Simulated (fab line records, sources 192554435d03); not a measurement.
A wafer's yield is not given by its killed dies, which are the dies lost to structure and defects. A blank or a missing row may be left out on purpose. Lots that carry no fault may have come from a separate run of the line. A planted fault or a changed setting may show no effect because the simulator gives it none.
fab line records    flow n5Finfet
[record] lots = 11  wafers = 31  lastDay = 18
route steps=1938 shown BEOL_M4@1079
lots that met no fault: taken from a fault-free run of the same line
startH: the number of hours between the record's first day and the start of the first shown wafer of the lot    waitH: how many hours have passed since the lot's step before this one    " repeats the value in the row above    L1.1+2: one row covering several wafers at once    - no value, or no start was given    * or withheld: withheld    < > ~ a bound
route shown NAME@n: names a module that has steps shown in the file, with the first one's number in the route    usual: mean/standard deviation taken from wafers without a fault    same: alike in all rows    chamber/n: place in a boat    sites: per-site readings    _std_site: their standard deviation    _edge_site: inner sites' mean taken away from outer sites' mean    radiusMm: for every site, how far away it sits from the centre of the wafer    mask NAME#n: copy n    behind: the tool/chamber that last shaped the wafer    hold: the reason the lot was held/the length of the hold in hours/how it ended    device: which transistor (n, p or np) failed to switch    end of line: tests of these same wafers at the route's end    where a step has no rows: the recipe by itself    killed: dies lost to structure and defects at the first sort, not the wafer's yield    map: the dies of a wafer, with x for killed, . for not killed, _ for no die there
set.NAME: setting as actually run; set.NAME@STEP: the setting as run at that earlier step    model.NAME: the simulator's own value behind a step, which no gauge read
the route's steps for a sample of lots (tables are steps, rows are wafers)
services: the hour from which a tool's chamber was out of use, counted from the record's first day as startH (under 0 if before that day), plus the number of hours and why
[[steps]]
[step N5_BEOL_M4_DEGAS_44]
[recipe] ambient = vacuum  tempC = 250  timeS = 60
[usual] heaterPowerW = 332/37
[same] timeS = 60
lot.wafer  tool           chamber  startH  waitH  heaterPowerW
L118.1     pvdSputter-03  -        174.58  0.4    351
L118.2     "              -        "       "      333
L118.3     "              -        "       "      329
L119.1     pvdSputter-01  -        189.34  0.7    286
L119.5     "              -        "       "      244
L119.6     "              -        "       "      378
L120.1     pvdSputter-03  -        196.74  0.1    350
L120.3     "              -        "       "      359
L120.4     "              -        "       "      330
L122.3     pvdSputter-03  -        200.65  1.0    359
L122.4     "              -        "       "      336
L122.6     "              -        "       "      355
L124.1     pvdSputter-03  -        211.39  0.9    352
L124.3     "              -        "       "      370
L124.5     "              -        "       "      345
L125.1     pvdSputter-02  -        221.03  0.5    306
L125.4     "              -        "       "      314
L125.6     "              -        "       "      316
L130.1     pvdSputter-02  -        256.94  0.1    311
L130.5     "              -        "       "      309
L132.1     pvdSputter-03  -        267.20  0.6    326
L132.2     "              -        "       "      356
L134.1     pvdSputter-03  -        274.20  0.3    335
L134.2     "              -        "       "      313
L134.3     "              -        "       "      353
L135.1     pvdSputter-02  -        283.72  0.3    313
L135.4     "              -        "       "      367
L135.6     "              -        "       "      360
L141.1     pvdSputter-03  -        316.77  0.1    348
L141.4     "              -        "       "      362
L141.6     "              -        "       "      340
[step N5_BEOL_M4_PRE_CLEAN_45]
[recipe] gas = H2/He  timeS = 30  tempC = 250
[usual] heaterPowerW = 332/37
[same] timeS = 30
lot.wafer  tool           chamber  startH  waitH  heaterPowerW
L118.1     pvdSputter-03  -        174.62  0.0    347
L118.2     "              -        "       "      334
L118.3     "              -        "       "      326
L119.1     pvdSputter-01  -        189.38  0.0    289
L119.5     "              -        "       "      251
L119.6     "              -        "       "      377
L120.1     pvdSputter-03  -        196.78  0.0    344
L120.3     "              -        "       "      365
L120.4     "              -        "       "      333
L122.3     pvdSputter-03  -        200.69  0.0    358
L122.4     "              -        "       "      330
L122.6     "              -        "       "      356
L124.1     pvdSputter-03  -        211.43  0.0    352
L124.3     "              -        "       "      361
L124.5     "              -        "       "      344
L125.1     pvdSputter-02  -        221.07  0.0    304
L125.4     "              -        "       "      316
L125.6     "              -        "       "      311
L130.1     pvdSputter-02  -        256.98  0.0    301
L130.5     "              -        "       "      311
L132.1     pvdSputter-03  -        267.24  0.0    332
L132.2     "              -        "       "      361
L134.1     pvdSputter-03  -        274.24  0.0    339
L134.2     "              -        "       "      338
L134.3     "              -        "       "      357
L135.1     pvdSputter-02  -        283.76  0.0    326
L135.4     "              -        "       "      368
L135.6     "              -        "       "      359
L141.1     pvdSputter-03  -        316.81  0.0    347
L141.4     "              -        "       "      372
L141.6     "              -        "       "      334
[step N5_BEOL_M4_CVD_47]
[recipe] material = Co  targetThkA = 30  tempC = withheld  precursor = CCTBA/H2  pressureTorr = 30  timeS = 223.8
[usual] runLengthS = 246.6/0.59
lot.wafer  tool      chamber  startH  waitH  runLengthS
L118.1     cvdCo-01  0        175.22  0.0    246.3
L118.2     "         1        "       "      245.7
L118.3     "         2        "       "      246.9
L119.1     cvdCo-02  0        190.00  0.3    246.2
L119.5     "         2        "       "      247.0
L119.6     "         1        "       "      246.7
L120.1     cvdCo-02  0        197.18  0.0    246.3
L120.3     "         1        "       "      247.2
L120.4     "         0        "       "      245.9
L122.3     cvdCo-01  2        201.09  0.0    247.1
L122.4     "         2        "       "      246.7
L122.6     "         0        "       "      246.3
L124.1     cvdCo-01  0        211.92  0.0    245.9
L124.3     "         2        "       "      247.4
L124.5     "         0        "       "      246.8
L125.1     cvdCo-02  0        221.49  0.0    245.8
L125.4     "         0        "       "      245.9
L125.6     "         1        "       "      246.7
L130.1     cvdCo-02  0        257.60  0.1    245.9
L130.5     "         1        "       "      173.4
L132.1     cvdCo-02  1        267.66  0.0    246.7
L132.2     "         0        "       "      172.5
L134.1     cvdCo-02  0        274.80  0.1    245.5
L134.2     "         1        "       "      174.1
L134.3     "         2        "       "      247.4
L135.1     cvdCo-01  2        284.17  0.0    246.9
L135.4     "         0        "       "      245.9
L135.6     "         2        "       "      247.1
L141.1     cvdCo-01  0        317.35  0.2    246.4
L141.4     "         1        "       "      246.3
L141.6     "         2        "       "      246.9
[step N5_BEOL_M4_SPUTTER_79]
[recipe] material = Cu  targetThkA = 45  tempC = -20  chamberPressurePa = 0.07  powerW = withheld  timeS = 8.29
[usual] throttleValvePct = 30.1/0.97
[same] timeS = 8.29
lot.wafer  tool           chamber  startH  waitH  throttleValvePct
L118.1     pvdSputter-01  -        175.65  0.1    31.9
L118.2     "              -        "       "      29.4
L118.3     "              -        "       "      30.2
L119.1     pvdSputter-02  -        190.48  0.1    31.0
L119.5     "              -        "       "      28.3
L119.6     "              -        "       "      30.7
L120.1     pvdSputter-01  -        197.56  0.1    29.6
L120.3     "              -        "       "      31.9
L120.4     "              -        "       "      29.6
L122.3     pvdSputter-02  -        201.50  0.1    29.5
L122.4     "              -        "       "      28.5
L122.6     "              -        "       "      29.6
L124.1     pvdSputter-03  -        212.37  0.1    28.5
L124.3     "              -        "       "      30.4
L124.5     "              -        "       "      30.1
L125.1     pvdSputter-01  -        221.87  0.1    30.0
L125.4     "              -        "       "      29.7
L125.6     "              -        "       "      29.5
L130.1     pvdSputter-02  -        258.04  0.1    30.4
L130.5     "              -        "       "      29.4
L132.1     pvdSputter-03  -        268.10  0.1    29.9
L132.2     "              -        "       "      30.5
L134.1     pvdSputter-02  -        275.24  0.1    29.7
L134.2     "              -        "       "      31.4
L134.3     "              -        "       "      30.7
L135.1     pvdSputter-02  -        284.60  0.1    28.5
L135.4     "              -        "       "      29.9
L135.6     "              -        "       "      30.7
L141.1     pvdSputter-02  -        317.73  0.1    28.5
L141.4     "              -        "       "      29.9
L141.6     "              -        "       "      28.3
[step N5_BEOL_M4_RC_MEAS_101]
[usual] DIBL_N = 36.3/1.6  DIBL_P = 36.5/1.6  IOFF_N = 0.163/0.026  IOFF_P = 0.22/0.033  ION_N = 676/9.9  ION_P = 464/6.5  SS_N = 71.5/0.5  SS_P = 73.3/0.64  VT_N = 249.3/2.9  VT_P = -250/3.2
lot.wafer  tool       chamber  startH  waitH  DIBL_N[mV/V]  DIBL_P[mV/V]  IOFF_N[nA/um]  IOFF_P[nA/um]  ION_N[uA/um]  ION_P[uA/um]  SS_N[mV/dec]  SS_P[mV/dec]  VT_N[mV]  VT_P[mV]
L118.1     prober-02  0        178.34  0.0    32.9          32.6          0.114          0.14           671           458           70.9          72.6          255.4     -259
L118.2     "          0        "       "      35.1          35.7          0.150          0.19           669           462           71.1          74.1          249.7     -252
L118.3     "          0        "       "      33.6          34.0          0.129          0.16           661           452           71.8          72.5          252.2     -254
L119.1     prober-01  0        193.13  0.0    37.5          36.8          0.167          0.23           666           457           71.6          74.2          248.8     -249
L119.5     "          0        "       "      38.1          38.0          0.175          0.25           671           462           71.3          73.7          248.0     -244
L119.6     "          0        "       "      38.2          38.0          0.187          0.26           680           468           72.5          74.3          248.9     -246
L120.1     prober-02  0        200.28  0.1    36.5          35.4          0.157          0.23           674           461           72.0          72.8          251.4     -249
L120.3     "          0        "       "      38.0          37.1          0.188          0.26           685           476           72.2          73.8          244.5     -245
L120.4     "          0        "       "      35.6          34.9          0.149          0.22           695           479           71.3          73.0          246.2     -246
L122.3     prober-01  0        206.53  0.3    36.8          37.1          0.165          0.22           687           468           71.1          72.8          247.6     -248
L122.4     "          0        "       "      37.4          37.5          0.176          0.24           699           479           71.5          73.6          247.3     -248
L122.6     "          0        "       "      37.0          37.0          0.153          0.22           674           462           71.9          73.2          249.2     -251
L124.1     prober-01  0        215.01  0.0    35.5          36.1          0.146          0.20           666           453           71.3          73.2          252.9     -253
L124.3     "          0        "       "      38.1          38.4          0.192          0.24           687           462           71.6          73.6          246.5     -249
L124.5     "          0        "       "      35.7          36.6          0.154          0.21           680           468           70.6          73.5          246.8     -251
L125.1     prober-01  0        224.87  0.3    39.4          38.9          0.212          0.32           686           472           71.8          74.2          244.7     -242
L125.4     "          0        "       "      35.7          35.8          0.142          0.25           662           470           70.8          73.1          251.3     -244
L125.6     "          0        "       "      37.3          36.8          0.167          0.27           666           473           72.1          73.3          248.1     -246
L130.1     prober-01  0        260.83  0.0    37.5          35.6          0.161          0.20           663           456           71.9          73.3          252.3     -250
L130.5     "          0        "       "      36.3          35.0          0.142          0.19           655           449           71.8          72.9          250.3     -253
L132.1     prober-02  0        270.75  0.0    37.3          36.9          0.188          0.22           682           458           72.1          73.1          246.8     -248
L132.2     "          0        "       "      36.9          36.7          0.187          0.22           675           459           72.5          73.4          244.9     -250
L134.1     prober-01  0        277.88  0.0    36.2          36.7          0.152          0.19           667           455           71.4          73.9          250.6     -255
L134.2     "          0        "       "      35.1          35.2          0.132          0.17           659           454           71.5          73.3          254.4     -253
L134.3     "          0        "       "      35.8          36.3          0.154          0.18           683           461           71.4          73.4          250.6     -256
L135.1     prober-01  0        287.24  0.0    41.2          40.7          0.249          0.29           683           464           72.4          75.1          244.6     -246
L135.4     "          0        "       "      38.5          38.3          0.185          0.24           671           459           72.3          73.9          248.4     -248
L135.6     "          0        "       "      39.1          39.0          0.202          0.26           689           474           71.2          73.4          243.9     -248
L141.1     prober-01  0        320.48  0.0    36.3          35.8          0.173          0.24           681           463           71.5          73.2          246.1     -246
L141.4     "          0        "       "      36.5          35.5          0.165          0.23           671           462           72.0          74.0          247.7     -246
L141.6     "          0        "       "      38.5          39.0          0.217          0.30           696           473           72.0          74.1          243.8     -245
[[services]]
tool           chamber  startH  hours  kind
cvdCo-02       -        160.29  14.6   pm
cvdCo-01       -        201.25  2.8    pm
cvdCo-02       0        240.22  3.9    repair
cvdCo-01       -        263.83  0.6    repair
pvdSputter-03  -        271.86  1.3    repair
cvdCo-01       -        301.80  14.6   pm
[[key]]
[firstSign] step = N5_BEOL_M4_CVD_47  reading = runLengthS  direction = down  sigmas = 99+  usual = *  struck = *
effect none on later readings
metAt N5_BEOL_M4_CVD_47
struckLots L130,L132,L134
struckWafers L130.5,L132.2,L134.2
notActingAt N5_BEOL_M4_DEGAS_44,N5_BEOL_M4_PRE_CLEAN_45,N5_BEOL_M4_SPUTTER_79
onsetBetween 221.49 257.60
[fault] kind = processParameterDrift  tool = cvdCo-02  chamber = -  onsetH = 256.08  steps = N5_BEOL_M4_CVD_47  channel = timeS  offset = *  shape = step  endH = 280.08  scope = struckWafersOnly  actsIn = *  stated = *
